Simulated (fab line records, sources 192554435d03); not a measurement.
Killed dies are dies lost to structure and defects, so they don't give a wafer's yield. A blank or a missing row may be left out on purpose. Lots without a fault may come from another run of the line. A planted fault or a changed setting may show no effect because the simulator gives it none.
A struck lot beside a sound one | flow n5_finfet | 17 steps out of a route of 1938
Sound: wafers L727.1, L727.3, L727.4. Struck: wafer L740.5. (L740.3 of the same lot was not struck and is left out.) The cause comes at the end.
At each step with rows: each side's tool, then ch and its chambers, then its first start. Under that, the readings that differ: sound wafers | struck wafers | difference of the means | sigmas: that difference in standard deviations of wafers without a fault.
alike: readings whose means differ by less than 2 such deviations, and words and numbers that are the same on both sides. not compared: withheld readings, readings that some wafer has no value for, bounds like >300 that may hide the same value, and numbers for which the record gives no deviation and whose values overlap.
The two part at a step that has a row with sigmas, a row that says differs or no value, or rows on one side only. Numbers that don't overlap but have no deviation are shown without sigmas and don't part them. A reading that every wafer of one side lacks parts them only if that side has two wafers or more.

N5_FIN_SAQP_HM_DEP_72: deposits SiO2 from SiH4/N2O, target thk 12 nm, time 7.2 s.
  sound on pecvd-02 ch 0,1, day 3 15:55; struck on pecvd-04 ch 2, day 6 21:56
  alike: heater_power_outer_w, heater_power_w, showerhead_plenum_p_Torr
then, 8 steps without rows for these wafers: N5_FIN_SAQP_COAT_49 (time 60 s, resist thk 100 nm); N5_FIN_SAQP_COAT_50 (time 60 s, resist thk 35 nm); N5_FIN_SAQP_COAT_10 (resist thk 90 nm); N5_FIN_SAQP_EBR_12; N5_FIN_SAQP_SOFTBAKE_11 (time 60 s); N5_FIN_SAQP_EXPOSE_13 (exposes mask FIN CORE, target cd 35.6 nm); N5_FIN_SAQP_PEB_14 (peb time 60 s); N5_FIN_SAQP_DEVELOP_15 (develop time 30 s).
N5_FIN_SAQP_CD_MEAS_16: target cd 35.6 nm.
  sound on cd_sem-02 ch 0, day 3 16:23; struck on cd_sem-01 ch 0, day 6 22:17
  alike: cd_nm
N5_FIN_SAQP_OVL_MEAS_17:
  sound on overlay-02 ch 0, day 3 16:26; struck on overlay-02 ch 0, day 6 22:19
  alike: FIN_CORE_OVL
N5_FIN_SAQP_INSPECT_18: inspects for defects (brightfield).
  sound on defect_inspect-01, day 3 16:28; struck on defect_inspect-02, day 6 22:20
  alike: raw_defect_count
N5_FIN_SAQP_DESCUM_21: chemistry O2, time 7.9 s.
  sound on rie_diel-05 ch 0,1,2, day 3 16:47; struck on rie_diel-05 ch 2, day 6 22:22
  reading                                       | sound             | struck | difference | sigmas
  temp_c (C)                                    | 39.95 39.83 40.06 | 40.24  | +0.29      | +2
  model.CAR-ArF_of_FIN_SAQP_COAT_10.thk_nm (nm) | 83.47 83.66 83.65 | 85.09  | +1.50      |
  alike: drypump_motor_current_A, oes_product_au, rf_vpp_V, showerhead_plenum_p_Torr, throttle_valve_pct
  not compared: rf_hours_counter_h
N5_FIN_SAQP_ETCH_51: etches SiARC in CF4, target depth 45.5 nm, time 75.8 s.
  sound on rie_diel-05 ch 0,1,2, day 3 16:49; struck on rie_diel-05 ch 2, day 6 22:24
  reading                                       | sound             | struck | difference | sigmas
  model.CAR-ArF_of_FIN_SAQP_COAT_10.thk_nm (nm) | 50.76 51.02 50.92 | 52.5   | +1.6       |
  alike: cf4_flow_sccm, drypump_motor_current_A, etch_rf_on_time_s, oes_product_au, rf_vpp_V, showerhead_plenum_p_Torr, throttle_valve_pct
  not compared: rf_hours_counter_h
N5_FIN_SAQP_ETCH_52: etches SOC in N2/H2, target depth 100 nm, overetch 20 nm, time 150 s.
  sound on rie_diel-05 ch 0,1,2, day 3 16:53; struck on rie_diel-05 ch 2, day 6 22:28
  alike: drypump_motor_current_A, oes_product_au, rf_vpp_V, showerhead_plenum_p_Torr, temp_c, throttle_valve_pct
  not compared: rf_hours_counter_h
-- the record jumps here: 7 days lie between the struck wafers' starts before and after (it left off in module FIN_SAQP and takes up again in module BEOL_M4, whose first step shown is number 1111 of the route) --
N5_BEOL_M4_RC_MEAS_101:
  sound on prober-02 ch 0, day 10 00:52; struck on prober-02 ch 0, day 13 12:44
  reading        | sound                | struck | difference | sigmas
  DIBL_N (mV/V)  | 37.0 37.5 36.3       | 32.0   | -4.9       | -3
  DIBL_P (mV/V)  | 39.4 40.0 38.1       | 31.9   | -7.3       | -3
  IOFF_N (nA/um) | 0.22 0.22 0.19       | 0.11   | -0.10      | -3
  IOFF_P (nA/um) | 0.31 0.31 0.28       | 0.18   | -0.12      | -3
  ION_N (uA/um)  | 692 707 680          | 666    | -27        | -2
  SS_P (mV/dec)  | 73.6 73.4 73.4       | 72.0   | -1.5       | -2
  VT_N (mV)      | 242 241 246          | 249    | +6         | +2
  VT_P (mV)      | -241.3 -240.8 -241.1 | -250.1 | -9.0       | -3
  alike: ION_P, SS_N
N5_PASSIVATION_PROBE_49:
  the record has rows for the sound wafers here (prober-01, day 14 10:29) and none for the struck ones

WHERE THEY PART
First at N5_FIN_SAQP_DESCUM_21; last, within this record, at N5_PASSIVATION_PROBE_49.

WHY: what the simulator had put in
Process parameter drift: rie_diel-05, from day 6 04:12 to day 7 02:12, at N5_FIN_SAQP_DESCUM_21. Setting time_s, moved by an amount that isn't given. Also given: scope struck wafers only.
